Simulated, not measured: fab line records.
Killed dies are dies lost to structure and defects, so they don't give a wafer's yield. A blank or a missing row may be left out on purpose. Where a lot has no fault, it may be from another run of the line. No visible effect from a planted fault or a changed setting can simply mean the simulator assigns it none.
Chamber matching || flow n5_finfet || N5_BEOL_M0_SAQP_HM_DEP_111 on pecvd-03: 3 sister chambers
The step deposits SiO2 from SiH4/N2O, target thk 12 nm, time 7.2 s. 6 wafers are shown with their chamber, then 12 later ones without.

## EACH WAFER AND ITS CHAMBER
{"wafer": "L082.5", "chamber": 0, "showerhead_plenum_p_Torr (Torr)": 8.14, "heater_power_w (W)": 688}
{"wafer": "L085.4", "chamber": 2, "showerhead_plenum_p_Torr (Torr)": 8.02, "heater_power_w (W)": 769}
{"wafer": "L085.5", "chamber": 1, "showerhead_plenum_p_Torr (Torr)": 8.22, "heater_power_w (W)": 782}
{"wafer": "L087.1", "chamber": 1, "showerhead_plenum_p_Torr (Torr)": 8.21, "heater_power_w (W)": 887}
{"wafer": "L087.3", "chamber": 0, "showerhead_plenum_p_Torr (Torr)": 8.16, "heater_power_w (W)": 558}
{"wafer": "L087.5", "chamber": 2, "showerhead_plenum_p_Torr (Torr)": 8.00, "heater_power_w (W)": 806}

## WAFERS WITH NO CHAMBER GIVEN
{"wafer": "L089.2", "showerhead_plenum_p_Torr (Torr)": 8.01, "heater_power_w (W)": 720}
{"wafer": "L089.3", "showerhead_plenum_p_Torr (Torr)": 8.22, "heater_power_w (W)": 909}
{"wafer": "L089.4", "showerhead_plenum_p_Torr (Torr)": 8.20, "heater_power_w (W)": 911}
{"wafer": "L091.3", "showerhead_plenum_p_Torr (Torr)": 8.02, "heater_power_w (W)": 708}
{"wafer": "L091.4", "showerhead_plenum_p_Torr (Torr)": 8.01, "heater_power_w (W)": 731}
{"wafer": "L091.5", "showerhead_plenum_p_Torr (Torr)": 8.17, "heater_power_w (W)": 600}
{"wafer": "L097.2", "showerhead_plenum_p_Torr (Torr)": 8.21, "heater_power_w (W)": 791}
{"wafer": "L097.3", "showerhead_plenum_p_Torr (Torr)": 8.14, "heater_power_w (W)": 682}
{"wafer": "L097.5", "showerhead_plenum_p_Torr (Torr)": 8.21, "heater_power_w (W)": 794}
{"wafer": "L096.3", "showerhead_plenum_p_Torr (Torr)": 8.00, "heater_power_w (W)": 691}
{"wafer": "L096.4", "showerhead_plenum_p_Torr (Torr)": 8.01, "heater_power_w (W)": 682}
{"wafer": "L096.5", "showerhead_plenum_p_Torr (Torr)": 8.16, "heater_power_w (W)": 641}

## WHICH CHAMBER EACH WENT THROUGH
{"wafer": "L089.2", "from the rows above": 2, "in truth": 2}
{"wafer": "L089.3", "from the rows above": 1, "in truth": 1}
{"wafer": "L089.4", "from the rows above": 1, "in truth": 1}
{"wafer": "L091.3", "from the rows above": 2, "in truth": 2}
{"wafer": "L091.4", "from the rows above": 2, "in truth": 2}
{"wafer": "L091.5", "from the rows above": 0, "in truth": 0}
{"wafer": "L097.2", "from the rows above": 1, "in truth": 1}
{"wafer": "L097.3", "from the rows above": 0, "in truth": 0}
{"wafer": "L097.5", "from the rows above": 1, "in truth": 1}
{"wafer": "L096.3", "from the rows above": 2, "in truth": 2}
{"wafer": "L096.4", "from the rows above": 2, "in truth": 2}
{"wafer": "L096.5", "from the rows above": 0, "in truth": 0}
Correctly placed: 12 of 12. Can't be placed from these rows: 0. Wrongly placed: 0.
How it was worked out, from the rows above alone: a wafer's distance from a chamber is the root of the sum, over the readings, of the square of ((its reading less the chamber's mean) divided by the reading's scatter). The wafer belongs to the nearest chamber; if the next one is less than 2 further off, it can't be placed. A chamber's mean is the mean of its shown wafers. The scatter is the square root of a quotient: the sum, over the shown wafers, of each reading's squared deviation from its chamber's mean, divided by wafers minus chambers.
